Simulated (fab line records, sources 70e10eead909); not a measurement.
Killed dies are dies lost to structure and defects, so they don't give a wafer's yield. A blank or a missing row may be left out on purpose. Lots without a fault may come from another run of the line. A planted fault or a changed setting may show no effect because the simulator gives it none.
Problem report in the 8D (eight disciplines) form, filled by code | flow nand_harc | the parts of the form that need people (team, actions taken, sign-off) are left out

1. THE PROBLEM
time_to_endpoint_s at NHARC_A_M1_CMP_23 reads a mean of 54 s on 2 wafers of 2 lots; wafers without a fault read 30 s with a standard deviation of 3.9. That is +6.0 standard deviations from the usual mean.
The step: polishes, t overpolish 20 s, target thk 154.34 nm.
First seen on wafer L294.3, day 29 00:42, on cmp-03. The record holds 36 wafers of 12 lots with a number at this step. Rule for "out", or "out of limits": more than 4 standard deviations from the usual mean. The other wafers with a number count as sound.

2. WHAT IT IS AND WHAT IT IS NOT
question                    | is                 | is not
which readings at this step | time_to_endpoint_s | motor_current_A
which lots                  | L294, L296         | L280, L281, L282, L284, L285, L286, L287, L299, L301, L303
which wafers of those lots  | L294.3, L296.1     | L294.4, L294.6, L296.2, L296.3
read on which tools         | cmp-03             | cmp-04
when                        | from day 29 00:42  | up to then (23 sound wafers); but 11 sound wafers of L296, L299, L301, L303 came after

3. SUSPECTS, AND WHAT RULES EACH OUT
Counting: a tool at a process step up to the reading stays a suspect if it ran every lot that is out. Sound lots after the first of them don't rule it out here, since some wafers of a struck lot are sound.
- ecd_cu-02 at NHARC_A_M1_ECD_22 (material Cu, target thk 400 nm): kept. It ran every lot that is out, first L294 (day 29 00:05); its last sound lot up to then is L284 (day 24 06:41).
- rtp_anneal-02 at NHARC_A_M1_ANNEAL_31 (time 90 s): kept. It ran every lot that is out, first L294 (day 29 00:28); its last sound lot up to then is L287 (day 26 05:50).
- cmp-03 at NHARC_A_M1_CMP_23 (polishes, t overpolish 20 s, target thk 154.34 nm): kept. It ran every lot that is out, first L294 (day 29 00:42); its last sound lot up to then is L287 (day 26 06:06). Its own readings are out on those wafers: time_to_endpoint_s.
Left after counting: ecd_cu-02 at NHARC_A_M1_ECD_22, rtp_anneal-02 at NHARC_A_M1_ANNEAL_31, cmp-03 at NHARC_A_M1_CMP_23.

4. THE CAUSE (what the simulator had put in)
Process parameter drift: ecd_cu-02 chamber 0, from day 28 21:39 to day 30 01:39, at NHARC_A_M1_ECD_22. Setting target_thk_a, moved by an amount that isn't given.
Counting left 3 suspects, and this tool is among them.

5. THE CHAIN OF EFFECTS, in route order
Each row: a reading whose mean over the struck wafers that have a number lies more than 3 standard deviations from the usual. Only readings for which the record gives a usual standard deviation are gone through. hours: the time from each lot's start at the first step in this table that gives one to its start at this step, as a median over the lots. sigmas: the change in usual standard deviations.
hours | step              | reading            | usual | on struck wafers | change | sigmas
0     | NHARC_A_M1_CMP_23 | time_to_endpoint_s | 30 s  | 54               | +24    | +6.0
The process steps in it:
- NHARC_A_M1_CMP_23: polishes, t overpolish 20 s, target thk 154.34 nm.
Later measuring or inspecting steps at which every struck wafer that the step has a row for has a number for every such reading, and none has moved that far: NHARC_END_SORT_01.

6. WHAT WOULD HAVE CAUGHT IT SOONER
In this record the first reading out of limits was taken at day 29 00:42, 3 hours after the fault began at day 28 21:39.
Of the lots that are out (2), L296 began NHARC_A_M1_ECD_22 on ecd_cu-02 after day 29 00:42. A hold on the tool at that time would have spared it.
